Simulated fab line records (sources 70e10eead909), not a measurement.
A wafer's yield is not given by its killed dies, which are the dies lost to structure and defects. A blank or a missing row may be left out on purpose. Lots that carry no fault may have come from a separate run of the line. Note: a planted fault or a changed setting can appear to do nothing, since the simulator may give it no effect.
Comparing a struck lot with a sound one / flow nand harc / 14 out of 1159 route steps
Sound: wafers L928.1, L928.2, L928.5. Struck: wafers L935.1, L935.2, L935.4. At the end, the cause is stated.
For every step that has rows: the tool of each side, followed by ch and its chambers, followed by its first start. Under that, the readings that differ: sound wafers / struck wafers / difference of the means / sigmas: that difference in standard deviations of wafers without a fault.
alike: words and numbers the same on both sides, and readings whose means are apart by under 2 such deviations; not compared: readings that were withheld, readings missing a value for some wafer, numbers with overlapping values and no deviation given by the record, and bounds like >300 which may hide the same value.
A row with sigmas, a row that says differs or no value, or rows on one side alone: a step with any of these is where the two part. Numbers that have no deviation but don't overlap get no sigmas and don't part them. Lack of a reading on every wafer of one side parts them only where that side has two or more wafers.

first, 3 steps without rows for these wafers: NHARC_P_M1_DESCUM_14 (chemistry O2, time 3 s); NHARC_P_M1_ETCH_35 (etches the open film in N2/H2, target depth 40 nm, overetch 12 nm, time 43.94 s); NHARC_P_M1_ETCH_15 (etches the open film in C4F8/Ar, target depth 182.5 nm, time 91.2 s).
NHARC_P_M1_CD_MEAS_16:
  sound: cd sem-01 at day 6 21:43; struck: cd sem-03 at day 9 07:46
  alike: cd nm
NHARC_P_M1_STRIP_18: strips in N2/H2.
  sound on rie diel-10 ch 0,1,2, day 6 21:49; struck on rie diel-09 ch 0,1,3, day 9 07:50
  alike: drypump motor current A, oes product au, rf fwd power W, rf vpp V, showerhead plenum p Torr, throttle valve pct
  not compared: rf hours counter h
NHARC_P_M1_ETCH_28: etches the open film in CF4/N2, target depth 30 nm, time 72.99 s.
  sound on rie diel-10 ch 2,3; struck on rie diel-09 ch 0,2,3
  alike: cf4 flow sccm, drypump motor current A, oes product au, rf fwd power W, rf vpp V, showerhead plenum p Torr, throttle valve pct
  not compared: rf hours counter h
then, 1 step without rows for these wafers: NHARC_P_M1_STRIP_19 (strips in post etch residue remover, time 600 s).
NHARC_P_M1_DEGAS_29: time 60 s.
  sound: pvd sputter-02 at day 6 22:26; struck: pvd sputter-01 at day 9 08:29
  alike: heater power w
then, 2 steps without rows for these wafers: NHARC_P_M1_PRE_CLEAN_30 (time 30 s); NHARC_P_M1_PVD_20 (deposits TaN, target thk 5 nm, time 8.06 s).
NHARC_P_M1_PVD_21: deposits Cu, target thk 30 nm, time 20.49 s.
  sound on pvd sputter-02; struck on pvd sputter-01
  alike: cathode dc power W, throttle valve pct
then, 1 step without rows for these wafers: NHARC_P_M1_ECD_22 (material Cu, target thk 400 nm).
NHARC_P_M1_ANNEAL_31: time 90 s.
  sound on rtp anneal-02 ch 0, day 6 23:10; struck on rtp anneal-02, day 9 09:13
  no value came back on the struck wafers for anneal temp c (C), anneal temp c max, wafer_temp_C_max; on the sound wafers anneal temp c (C) reads 224.79 224.85 225.23
NHARC_P_M1_CMP_23: polishes, t overpolish 20 s, target thk 157.82 nm.
  sound on cmp-04 ch 1,3, day 6 23:32; struck on cmp-02 ch 0,1,3, day 9 09:36
  alike: motor current A, time to endpoint s

WHERE THEY PART
NHARC_P_M1_ANNEAL_31 only, going by this record. Later steps at which nothing parts them and some readings are alike: NHARC_P_M1_CMP_23.

WHY: what had been put in by the simulator
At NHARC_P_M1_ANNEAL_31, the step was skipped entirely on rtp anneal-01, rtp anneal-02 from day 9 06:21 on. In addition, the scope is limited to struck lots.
